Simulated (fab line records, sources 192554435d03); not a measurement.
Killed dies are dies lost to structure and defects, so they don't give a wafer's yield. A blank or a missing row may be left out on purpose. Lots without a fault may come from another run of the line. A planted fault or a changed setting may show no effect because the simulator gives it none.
fab line records | flow n5_finfet
record lots=4 wafers=10 last_day=17
route steps=1938 shown GATE_CUT@465 BEOL_M4@1111 PASSIVATION@1936
lots that met no fault: from a run of the same line without faults
start_h: hours from the record's first day to the start of the lot's first wafer shown | wait_h: hours since the lot's step before | " the same as in the row above | L1.1+2: a row that stands for several wafers | - no value, or no start given | * or withheld: withheld | < > ~ a bound
route shown NAME@n: a module of which the file shows steps, and the number in the route of the first | usual: mean/standard deviation of fault-free wafers | same: alike in all rows | chamber/n: place in a boat | sites: the reading at each site | _std_site: their standard deviation | _edge_site: outer sites' mean less inner sites' | radius_mm: how far each site lies from the wafer's centre | mask NAME#n: copy n | behind: the tool/chamber that last shaped the wafer | hold: why the lot was held/for how many hours/how that ended | device: the transistor (n, p or np) that didn't switch | end of line: the same wafers' tests at the end of the route | a step without rows: its recipe alone | killed: dies lost to structure and defects at the first sort, not the wafer's yield | map: a wafer's dies, x killed, . not, _ none there
set.NAME: the setting as run; set.NAME@STEP: as run at that earlier step | model.NAME: the simulator's own value behind a step, which no gauge read
lots at some steps of the route; a table a step, a row a wafer
services: from which hour (start_h, from the record's first day; less than 0 if before it) a tool's chamber was out of use, for how many hours, and why
## steps
# step N5_GATE_CUT_ETCHBACK_00
# recipe chemistry=SF6/Cl2 target=W pressure_mtorr=8 icp_w=900 bias_w=80 SF6_flow_sccm=40 Cl2_flow_sccm=60
# step N5_GATE_CUT_ETCH_56
# recipe chemistry=Cl2/Ar target=TiN target_depth_a=216 pressure_mtorr=10 icp_w=600 bias_w=60 Cl2_flow_sccm=40 Ar_flow_sccm=60
# step N5_GATE_CUT_ETCHBACK_30
# recipe chemistry=Cl2/Ar target=TiN target_depth_a=30 mode=isotropic pressure_mtorr=10 icp_w=600 bias_w=60 Cl2_flow_sccm=40 Ar_flow_sccm=60
# step N5_GATE_CUT_VAPOR_ETCH_60
# recipe chemistry=BCl3/Cl2 target=HfO2 mode=isotropic
# step N5_GATE_CUT_ETCH_58
# recipe chemistry=CH3F/O2 target=SiNx target_depth_a=170 time_s=128.6 ion_energy_ev=50 pressure_mtorr=30 source_w=415 bias_w=21 Ar_flow_sccm=150 CH3F_flow_sccm=30 O2_flow_sccm=20
# step N5_GATE_CUT_STRIP_59
# recipe chemistry=N2/H2 time_s=20 power_w=100 temp_c=40 pressure_mtorr=100 rf_frequency_hz=6e+07 bias_power_w=3 n2_flow_sccm=300 h2_flow_sccm=300
# step N5_GATE_CUT_PRECLEAN_31
# recipe temp_c=23 chemistry=DIW time_s=300
# step N5_GATE_CUT_SRD_32
# recipe time_s=30 temp_c=23 rinse_liquid=diw dry=ipa_marangoni
# step N5_GATE_CUT_SAC_CAP_01
# recipe material=SiNx target_thk_a=240 temp_c=400 ald_precursor_family=SiH2I2 ald_co_reactant=N2/H2-plasma pulse_time_s=1 ald_cycles=480 purge_time_s=2 co_reactant_purge_time_s=2 pressure_torr=2
# step N5_GATE_CUT_PECVD_57
# recipe material=SiNx target_thk_a=210 temp_c=400 precursor=SiH4/NH3/N2 pressure_torr=1.5 rf_w=300
# step N5_GATE_CUT_CMP_02
# recipe stop_on=SiO2 t_overpolish_s=12.7 post_cmp_clean=alkaline_brush down_force_psi=2.5 platen_rpm=51.8 pad_velocity_m_s=1.0307 target_thk_nm=0
# step N5_GATE_CUT_HM_DEP_46
# recipe material=SiO2 target_thk_a=1300 temp_c=400 precursor=TEOS/O2 pressure_torr=6.5 rf_w=900 teos_flow_sccm=161.4 gas=O2 flow_sccm=2650 time_s=26.6
# usual chamber_pressure_Torr=6.503/0.014 heater_power_w=550/130 showerhead_plenum_p_Torr=8.33/0.034 throttle_valve_pct=18.5/0.51
# columns lot.wafer tool chamber start_h wait_h chamber_pressure_Torr heater_power_w showerhead_plenum_p_Torr throttle_valve_pct model.SiO2_of_GATE_CUT_HM_DEP_46.thk_nm
L921.1 pecvd-02 1 85.19 0.0 6.518 564 8.30 18.0 129.8
L921.2 " 0 " " 6.502 507 8.37 18.7 129.2
L921.3 " 2 " " 6.504 800 8.34 17.8 128.2
L936.3 pecvd-02 0 175.87 0.0 6.509 403 8.38 18.8 128.8
L936.5 " 0 " " 6.504 392 8.38 18.9 134.2
L939.3 pecvd-02 2 191.29 0.0 6.495 699 8.34 18.0 126.8
L939.5 " 1 " " 6.488 566 8.26 18.1 136.4
L943.3 pecvd-04 1 215.82 0.0 6.507 698 8.31 19.1 128.8
L943.4 " 1 " " 6.527 710 8.31 19.1 129.2
L943.6 " 2 " " 6.486 374 8.38 18.4 130.4
# step N5_GATE_CUT_COAT_34
# recipe resist=SOC temp_c=250 time_s=60 spin_rpm=1500 resist_thk_nm=60
# step N5_GATE_CUT_COAT_35
# recipe resist=SiARC temp_c=220 time_s=60 spin_rpm=1500 resist_thk_nm=10
# step N5_GATE_CUT_COAT_27
# recipe resist=underlayer temp_c=205 time_s=60 spin_rpm=1500 resist_thk_nm=10
# step N5_GATE_CUT_COAT_07
# recipe resist=CAR-EUV spin_rpm=1500 resist_thk_nm=30
# step N5_GATE_CUT_EBR_09
# recipe solvent=PGMEA ebr_width_mm=1.5
# step N5_GATE_CUT_SOFTBAKE_08
# recipe temp_c=110 time_s=60 resist=CAR-EUV
# step N5_GATE_CUT_EXPOSE_10
# recipe mask_id=GATE_CUT na=0.33 source_shape=annular sigma_inner=0.35 sigma_outer=0.8 polarization=unpolarized target_cd_nm=20 dose_mj=43.25
# step N5_GATE_CUT_PEB_11
# recipe peb_temp_c=100 peb_time_s=60 resist=CAR-EUV
# step N5_GATE_CUT_DEVELOP_12
# recipe develop_time_s=30 developer=TMAH resist=CAR-EUV rinse_liquid=surfactant_rinse dry=air_spin dev_temp_c=23
# step N5_GATE_CUT_DESCUM_18
# recipe chemistry=O2 time_s=7 source_power_w=50 bias_power_w=20 pressure_mtorr=20 rf_frequency_hz=2.712e+07 temp_c=40 resist=CAR-EUV o2_flow_sccm=225
# step N5_GATE_CUT_ETCH_28
# recipe chemistry=N2/H2 target=underlayer target_depth_a=130 mask_material=CAR-EUV time_s=10.4 ion_energy_ev=200 pressure_mtorr=30 source_w=840 bias_w=150 n2_flow_sccm=200 h2_flow_sccm=200 ends=cleared
# step N5_GATE_CUT_ETCH_36
# recipe chemistry=CF4 target=SiARC target_depth_a=130 mask_material=CAR-EUV time_s=21.7 ion_energy_ev=80 pressure_mtorr=40 source_w=545 bias_w=36 Ar_flow_sccm=100 cf4_flow_sccm=100 ends=cleared
# step N5_GATE_CUT_ETCH_37
# recipe chemistry=N2/H2 target=SOC target_depth_a=600 overetch_a=120 mask_material=SiARC temp_c=40 time_s=90 ion_energy_ev=200 pressure_mtorr=30 source_w=840 bias_w=150 n2_flow_sccm=200 h2_flow_sccm=200
# step N5_GATE_CUT_STRIP_38
# recipe chemistry=N2/H2 temp_c=40 n2_flow_sccm=200 h2_flow_sccm=200 rf_frequency_hz=6e+07
# step N5_GATE_CUT_STRIP_39
# recipe chemistry=N2/H2 temp_c=40 n2_flow_sccm=200 h2_flow_sccm=200 rf_frequency_hz=6e+07
# step N5_GATE_CUT_HM_OPEN_40
# recipe chemistry=C4F6/O2 target=SiO2 mask_material=SiARC target_depth_a=1390 time_s=85.1 ion_energy_ev=250 pressure_mtorr=30 source_w=345 bias_w=185 Ar_flow_sccm=300 C4F6_flow_sccm=10 O2_flow_sccm=10 ends=cleared
# usual drypump_motor_current_A=5.8/0.37 etch_rf_on_time_s=93.5/1.5 oes_product_au=0.71/0.078 rf_vpp_V=664/8.2 showerhead_plenum_p_Torr=2.83/0.1 throttle_valve_pct=20.99/0.25
# columns lot.wafer tool chamber start_h wait_h drypump_motor_current_A etch_rf_on_time_s oes_product_au rf_hours_counter_h rf_vpp_V showerhead_plenum_p_Torr throttle_valve_pct model.etch.depth_nm model.SOC_of_GATE_CUT_COAT_34.thk_nm
L921.1 rie_diel-05 3 85.89 0.0 5.2 94.9 0.67 167 658 2.73 21.11 129.9 32.6
L921.2 " 0 " " 5.9 94.6 0.81 27 679 2.80 20.67 129.2 32.8
L921.3 " 1 " " 6.1 94.0 0.68 150 665 2.97 21.15 128.3 33
L936.3 rie_diel-06 1 176.69 0.0 6.4 92.0 0.82 29 657 3.02 20.79 128.7 32.6
L936.5 " 2 " " 5.9 98.8 0.62 - 676 2.81 21.24 134.2 31.6
L939.3 rie_diel-01 3 192.15 0.0 5.5 90.9 0.66 207 664 2.71 21.01 126.9 33.6
L939.5 " 1 " " 5.5 98.6 0.65 - 661 2.91 21.03 136.3 31.4
L943.3 rie_diel-05 2 216.57 0.0 6.4 93.4 0.60 246 653 2.68 21.35 128.7 33.2
L943.4 " 0 " " 5.9 93.3 0.76 66 679 2.78 20.73 129.3 32.8
L943.6 " 3 " " 5.2 95.2 0.64 - 657 2.72 21.21 130.5 32.2
# step N5_GATE_CUT_STRIP_41
# recipe chemistry=CF4 resist=SiARC power_w=300 bias_power_w=75 pressure_mtorr=50 cf4_flow_sccm=150 rf_frequency_hz=6e+07
# step N5_GATE_CUT_STRIP_42
# recipe chemistry=O2 power_w=400 temp_c=40 pressure_mtorr=30 rf_frequency_hz=6e+07 bias_power_w=0 overash_fraction=0.3 o2_flow_sccm=225
# step N5_GATE_CUT_ETCH_19
# recipe chemistry=CH3F/O2 target=SiNx mask_material=SiO2 target_depth_a=537 time_s=76.7 pressure_mtorr=30 source_w=395 bias_w=73 Ar_flow_sccm=150 CH3F_flow_sccm=30 O2_flow_sccm=20 ion_energy_ev=120 ends=cleared
# step N5_GATE_CUT_CUT_ETCH_53
# recipe chemistry=SF6/Cl2 target=W mask_material=SiO2 target_depth_a=792 pressure_mtorr=8 icp_w=900 bias_w=80 SF6_flow_sccm=40 Cl2_flow_sccm=60 ends=cleared
# step N5_GATE_CUT_CUT_ETCH_54
# recipe chemistry=Cl2/BCl3 target=TiN mask_material=SiO2 target_depth_a=967 pressure_mtorr=10 icp_w=1000 bias_w=126 Cl2_flow_sccm=53.25 bcl3_flow_sccm=21.75 Ar_flow_sccm=25 ends=cleared
# step N5_GATE_CUT_CUT_ETCH_55
# recipe chemistry=BCl3 target=HfO2 mask_material=SiO2 target_depth_a=32 ion_energy_ev=30 pressure_mtorr=5 icp_w=450 bias_w=18 bcl3_flow_sccm=80
# step N5_GATE_CUT_ETCH_47
# recipe chemistry=Cl2/BCl3 target=SiO2 target_depth_a=100 pressure_mtorr=10 icp_w=1000 bias_w=126 Cl2_flow_sccm=53.25 bcl3_flow_sccm=21.75 Ar_flow_sccm=25
# step N5_GATE_CUT_VAPOR_ETCH_48
# recipe chemistry=BCl3/Cl2 target=TiN mode=isotropic
# step N5_GATE_CUT_VAPOR_ETCH_49
# recipe chemistry=BCl3/Cl2 target=TiAlC mode=isotropic
# step N5_GATE_CUT_VAPOR_ETCH_51
# recipe chemistry=BCl3/Cl2 target=HfO2 mode=isotropic
# step N5_GATE_CUT_CMP_23
# recipe stop_on=SiO2 t_overpolish_s=23.4 post_cmp_clean=alkaline_brush down_force_psi=2.5 platen_rpm=51.8 pad_velocity_m_s=1.0307 target_thk_nm=16
# usual motor_current_A=9.1/1.1 overpolish_run_s=23.400/0.0094 retaining_ring_pressure_frac=1.001/0.0046 slurry_flow_ml_min=149.9/0.42 time_to_endpoint_s=18.7/2.5
# columns lot.wafer tool chamber start_h wait_h motor_current_A overpolish_run_s retaining_ring_pressure_frac slurry_flow_ml_min time_to_endpoint_s model.SiO2_of_GATE_CUT_HM_DEP_46.thk_nm
L921.1 cmp-01 2 89.18 0.8 8.4 23.410 0.993 149.7 19.6 104
L921.2 " 3 " " 8.6 23.397 1.003 150.2 18.6 103.6
L921.3 " 0 " " 9.2 23.390 0.999 149.7 20.0 102.6
L936.3 cmp-04 3 178.85 0.8 9.4 23.400 0.998 150.2 25.7 103
L936.5 " 3 " " 9.7 23.386 0.999 150.5 22.4 108.4
L939.3 cmp-04 2 194.45 0.8 8.2 23.417 0.997 149.5 17.5 101.2
L939.5 " 1 " " 8.2 23.389 1.000 150.4 21.1 110.6
L943.3 cmp-04 1 219.01 0.8 8.8 23.393 0.997 150.2 18.1 103
L943.4 " 3 " " 9.8 23.403 0.995 149.1 21.1 103.4
L943.6 " 1 " " 8.8 23.412 0.998 150.1 18.9 104.8
# step N5_GATE_CUT_THK_MEAS_24
# recipe reads=SiO2_of_GATE_CUT_HM_DEP_46+SiO2_flowable_of_ILD0_FCVD_FILL_01
# usual GC_FILL_THK=218.9/1.8
# columns lot.wafer tool chamber start_h wait_h GC_FILL_THK[nm]
L921.1 film_metro-02 - 89.43 - 220.3
L921.2 " - " " 218.0
L921.3 " - " " 218.7
L936.3 film_metro-02 - 179.15 - 217.6
L936.5 " - " " 223.0
L939.3 film_metro-01 - 194.67 - 217.4
L939.5 " - " " 227.2
L943.3 film_metro-01 - 219.30 - 216.8
L943.4 " - " " 218.8
L943.6 " - " " 218.9
# step N5_BEOL_M4_RC_MEAS_101
# usual DIBL_N=36.2/1.4 DIBL_P=36.1/1.5 IOFF_N=0.153/0.02 IOFF_P=0.215/0.03 ION_N=672/8.6 ION_P=463/6.8 SS_N=71.5/0.47 SS_P=73.3/0.57 VT_N=250.6/2.4 VT_P=-249/3.2
# columns lot.wafer tool chamber start_h wait_h DIBL_N[mV/V] DIBL_P[mV/V] IOFF_N[nA/um] IOFF_P[nA/um] ION_N[uA/um] ION_P[uA/um] SS_N[mV/dec] SS_P[mV/dec] VT_N[mV] VT_P[mV]
L921.1 prober-01 0 169.59 0.0 37.4 37.9 0.150 0.244 675 467 71.5 71.8 251.2 -248
L921.2 " 0 " " 37.9 38.5 0.170 0.261 672 463 72.5 73.0 251.4 -246
L921.3 " 0 " " 36.5 36.5 0.138 0.217 680 470 71.1 72.0 250.9 -248
L936.3 prober-02 0 269.00 0.3 36.9 36.9 0.165 0.219 683 464 71.6 73.2 247.3 -252
L936.5 " 0 " " 36.6 36.1 0.158 0.208 666 461 72.0 73.0 249.0 -251
L939.3 prober-02 0 276.98 0.3 35.3 35.2 0.140 0.188 669 464 71.4 73.8 251.8 -250
L939.5 " 0 " " 36.3 36.3 0.156 0.206 672 457 72.0 73.4 251.8 -252
L943.3 prober-02 0 296.38 0.3 34.8 34.6 0.134 0.198 654 459 71.3 73.3 251.4 -253
L943.4 " 0 " " 34.8 34.2 0.133 0.192 668 460 70.8 73.5 252.2 -250
L943.6 " 0 " " 34.9 34.3 0.140 0.189 670 464 71.2 73.7 251.2 -252
# step N5_PASSIVATION_PROBE_49
# usual defect_limited_yield=91.3/1.3 killed_at_M0_to_M3=35/13 killed_at_M4_up=13/5.2 killed_at_contacts=12/6.2 killed_at_front_end=39/9.6 killed_at_other=3.1/2.6 killed_dies=102/16 killed_open=68/13 killed_short=33/6.9 sort_bin_5_function=5.1/0.87 sort_bin_6_memory=3.3/0.67 sort_n_pass=1078/16 sort_yield_pct=91.3/1.3
# same gross_dies=1180 killed_at_back_side=0 sort_bin_4_leakage[%]=0 sort_bin_8_speed[%]=0
# columns lot.wafer tool chamber start_h wait_h defect_limited_yield[%] killed_at_M0_to_M3 killed_at_M4_up killed_at_contacts killed_at_front_end killed_at_other killed_dies killed_open killed_short sort_bin_5_function[%] sort_bin_6_memory[%] sort_n_pass sort_yield_pct[%]
L921.1 prober-01 - 276.64 0.0 93.4 29 13 4 31 1 78 53 23 4.1 2.5 1102 93.4
L921.2 prober-01 - 276.69 0.1 92.9 29 10 7 35 3 84 57 25 3.9 3.1 1096 92.9
L921.3 prober-01 - 276.74 0.1 93.3 8 8 16 45 2 79 55 22 4.5 2.2 1101 93.3
# killed by level:class
L921.1 STI_FIN_REVEAL:geometric_particle:open=8 BEOL_M2:geometric_particle:open=8 BEOL_M4:geometric_particle:open=8 GATE_CUT:geometric_particle:short=4 MOL_CONTACT_COAG:geometric_particle:open=4 BEOL_M1:geometric_particle:open=4 BEOL_M3:geometric_particle:short=4 STARTING-WAFER:geometric_particle:open=4
L921.2 BEOL_M2:geometric_particle:open=10 STI_FIN_REVEAL:geometric_particle:open=7 MOL_CONTACT_COAG:geometric_particle:open=7 FIN_SAQP:geometric_particle:short=6 GATE_CUT:geometric_particle:short=6 BEOL_M1:geometric_particle:open=6 FIN_SAQP:geometric_particle:open=5 SDB:geometric_particle:open=3
L921.3 MOL_CONTACT_COAG:geometric_particle:open=14 STI_FIN_REVEAL:geometric_particle:open=11 FIN_SAQP:geometric_particle:open=8 GATE_CUT:geometric_particle:short=6 FIN_SAQP:geometric_particle:short=5 DUMMY_GATE:geometric_particle:open=3 BEOL_M1:geometric_particle:short=3 BEOL_M7:geometric_particle:open=3
## services
# columns tool chamber start_h hours kind
rie_diel-05 0 66.44 11.7 repair
pecvd-04 1 70.52 2.1 scheduled_down
rie_diel-06 1 73.53 - clean
pecvd-02 - 75.39 0.9 repair
rie_diel-05 - 80.53 0.9 repair
rie_diel-05 - 86.91 1.6 repair
rie_diel-05 - 89.31 0.6 repair
rie_diel-01 2 95.96 3.7 repair
cmp-01 - 97.63 1.3 repair
cmp-04 - 99.42 1.5 repair
cmp-01 - 107.53 3.9 pm
cmp-04 - 119.65 4.0 pm
pecvd-02 1 122.40 5.5 scheduled_down
cmp-04 - 123.65 - consumable_replace:conditioner
cmp-04 - 123.65 - consumable_replace:pad
cmp-04 - 125.54 2.5 repair
cmp-01 - 140.37 18.0 pm
pecvd-04 2 140.98 5.5 scheduled_down
rie_diel-05 2 154.96 3.7 repair
rie_diel-01 3 156.15 22.7 repair
rie_diel-06 2 158.83 4.2 repair
cmp-04 - 181.50 0.7 repair
pecvd-02 - 198.18 2.8 pm
rie_diel-06 1 212.61 5.3 repair
## key
first_sign step=N5_GATE_CUT_HM_OPEN_40 reading=etch_rf_on_time_s direction=up sigmas=3.4 usual=* struck=*
effect step=N5_GATE_CUT_THK_MEAS_24 reading=GC_FILL_THK direction=up sigmas=3.5 usual=218.9 struck=225.1
model_effect step=N5_GATE_CUT_HM_DEP_46 value=SiO2_of_GATE_CUT_HM_DEP_46.thk_nm without=130.9 struck=135.3
model_effect step=N5_GATE_CUT_HM_OPEN_40 value=etch.depth_nm without=130.9 struck=135.2
model_effect step=N5_GATE_CUT_CMP_23 value=SiO2_of_GATE_CUT_HM_DEP_46.thk_nm without=105.1 struck=109.5
met_at N5_GATE_CUT_HM_DEP_46
struck_wafers L936.5,L939.5
baseline_loss step=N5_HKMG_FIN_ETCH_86 wafers=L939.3
onset_between 85.19 175.87
fault kind=process_parameter_drift tool=pecvd-02 chamber=- onset_h=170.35 steps=N5_GATE_CUT_HM_DEP_46 channel=time_s offset=* shape=step end_h=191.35 scope=struck_wafers_only acts_in=* stated=*
# baseline_loss: these wafers lose ten dies or more at that step, a loss of the line's own and not of a fault; the sort's usual values leave them out
